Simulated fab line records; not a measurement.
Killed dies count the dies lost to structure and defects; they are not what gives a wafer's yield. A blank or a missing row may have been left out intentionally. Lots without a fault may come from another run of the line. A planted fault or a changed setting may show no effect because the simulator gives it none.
Struck lot and sound lot, side by side -- flow n5Finfet -- 15 steps out of a route of 1938
Sound: the wafers L799.2, L799.3, L799.4. Wafers L793.2, L793.3 were the ones struck. The cause is named last.
For every step that has rows: the tool of each side, followed by ch and its chambers, followed by its first start. Under that, the readings that differ: sound wafers -- struck wafers -- difference of the means -- sigmas: that difference in standard deviations of wafers without a fault.
alike: same words and numbers on both sides, and readings whose means sit less than 2 such deviations apart. not compared: any withheld reading, any reading some wafer has no value for, any bound like >300 that may hide the same value, and any number with overlapping values for which the record gives no deviation.
A row with sigmas, a row that says differs or no value, or rows on one side alone: a step with any of these is where the two part. Numbers that have no deviation but don't overlap get no sigmas and don't part them. A reading missing from all wafers of one side parts the sides only when that side holds two or more wafers.

N5_BEOL_M7_CURE_75: cures SiCOH lowk, time 120 s.
  sound on uvCure-03 ch 2, day 12 22:19; struck on uvCure-02 ch 2, day 12 01:11
  alike: lampPowerPct, wafer_temp_C_max
then, 2 steps without rows for these wafers: N5_BEOL_M7_DEGAS_44 (time 60 s); N5_BEOL_M7_PRE_CLEAN_45 (time 30 s).
N5_BEOL_M7_ALD_77: deposits TaN, target thk 2 nm, pulse time 2 s, purge time 3 s.
  sound on aldMetal-03 ch 1,2,3, day 12 23:26; struck on aldMetal-02 ch 0,1, day 12 05:45
  alike: heaterPowerW
N5_BEOL_M7_SURFACE_TREAT_79:
  sound on pvdSputter-02, day 12 23:45; struck on pvdSputter-02, day 12 06:03
  not compared: throttleValvePct
then, 1 step without rows for these wafers: N5_BEOL_M7_CVD_78 (deposits Co from CCTBA/H2, target thk 2 nm, time 142.3 s).
N5_BEOL_M7_SPUTTER_48: material Cu, target thk 10 nm, time 1.667 s.
  sound on pvdSputter-01, day 13 00:01; struck on pvdSputter-02, day 12 06:14
  alike: throttleValvePct
then, 2 steps without rows for these wafers: N5_BEOL_M7_ECD_50 (material Cu, target thk 300 nm); N5_BEOL_M7_ANNEAL_51 (time 90 s).
N5_BEOL_M7_CMP_52: polishes, stops on SiCOH lowk, t overpolish 6.9 s, target thk 80 nm.
  sound on cmp-03 ch 0,1,3, day 13 00:32; struck on cmp-01 ch 1,3, day 12 06:51
  alike: barrierFieldEndpointS, motorCurrentA, overpolishRunS, timeToEndpointS
N5_BEOL_M7_THK_MEAS_53: measures by xrf.
  sound on filmMetro-01, day 13 00:50; struck on filmMetro-02, day 12 07:08
  alike: M7_THK
then, 1 step without rows for these wafers: N5_BEOL_M7_PRE_CLEAN_55 (time 15 s).
N5_BEOL_M7_DEP_56: deposits SiCN from 3MS/NH3, target thk 10 nm, time 17.5 s.
  sound on pecvd-04 ch 1,2, day 13 00:53; struck on pecvd-03 ch 1,2, day 12 07:12
reading,sound,struck,difference,sigmas
model.SiCN_of_BEOL_M7_DEP_56.thkNm (nm),9.8 9.8 10.2,17 16.8,+7,
  alike: showerheadPlenumPTorr, throttleValvePct
N5_BEOL_M7_RS_MEAS_57: the measuring method here is four-point-probe.
  sound on filmMetro-02, day 13 00:58; struck on filmMetro-02, day 12 07:16
  alike: M7_RS
N5_PASSIVATION_PROBE_49:
  rows exist in the record for the sound wafers here (prober-01, day 16 08:00), none for the struck ones

## WHERE THEY PART
Only at N5_PASSIVATION_PROBE_49, within this record.

WHY: the cause the simulator had injected
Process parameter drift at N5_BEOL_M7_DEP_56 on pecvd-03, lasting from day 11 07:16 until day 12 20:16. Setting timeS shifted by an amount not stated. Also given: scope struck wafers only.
